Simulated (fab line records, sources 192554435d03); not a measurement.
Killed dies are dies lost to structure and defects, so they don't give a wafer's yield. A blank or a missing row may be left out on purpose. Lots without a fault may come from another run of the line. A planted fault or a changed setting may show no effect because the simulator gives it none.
Chamber matching | flow n5_finfet | N5_BEOL_M9_DEP_56 on pecvd-02: 3 sister chambers
The step deposits SiCN from 3MS/NH3, target thk 15 nm, time 26.5 s. 6 wafers are shown with their chamber, then 8 later ones without.

WAFERS WITH THEIR CHAMBER
wafer  | chamber | throttle_valve_pct (%) | showerhead_plenum_p_Torr (Torr)
L083.2 | 0       | 9.7                    | 3.673
L083.5 | 2       | 8.8                    | 3.659
L085.2 | 2       | 8.9                    | 3.667
L085.4 | 0       | 9.9                    | 3.670
L085.6 | 1       | 8.9                    | 3.683
L086.1 | 1       | 9.1                    | 3.689

WAFERS WITHOUT THEIR CHAMBER
wafer  | throttle_valve_pct (%) | showerhead_plenum_p_Torr (Torr)
L086.2 | 8.9                    | 3.659
L086.4 | 9.9                    | 3.654
L091.1 | 8.7                    | 3.660
L091.3 | 8.9                    | 3.686
L091.4 | 9.9                    | 3.664
L092.2 | 8.7                    | 3.664
L092.5 | 8.9                    | 3.687
L092.6 | 9.5                    | 3.656

WHICH CHAMBER EACH WENT THROUGH
wafer  | from the rows above     | in truth
L086.2 | 2                       | 2
L086.4 | 0                       | 0
L091.1 | 2                       | 2
L091.3 | 1                       | 1
L091.4 | 0                       | 0
L092.2 | 2                       | 2
L092.5 | 1                       | 1
L092.6 | can't be placed: 0 or 2 | 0
Placed correctly: 7 of 8. Can't be placed from these rows: 1 (the true chamber is among the candidates in 1). Placed wrongly: 0.
How it was worked out, from the rows above alone: a wafer's distance from a chamber is the root of the sum, over the readings, of the square of ((its reading less the chamber's mean) divided by the reading's scatter). The wafer belongs to the nearest chamber; if the next one is less than 2 further off, it can't be placed. A chamber's mean is the mean of its shown wafers. The scatter: the root of (the sum of the squares of (reading less its chamber's mean) over the shown wafers, divided by (wafers less chambers)).
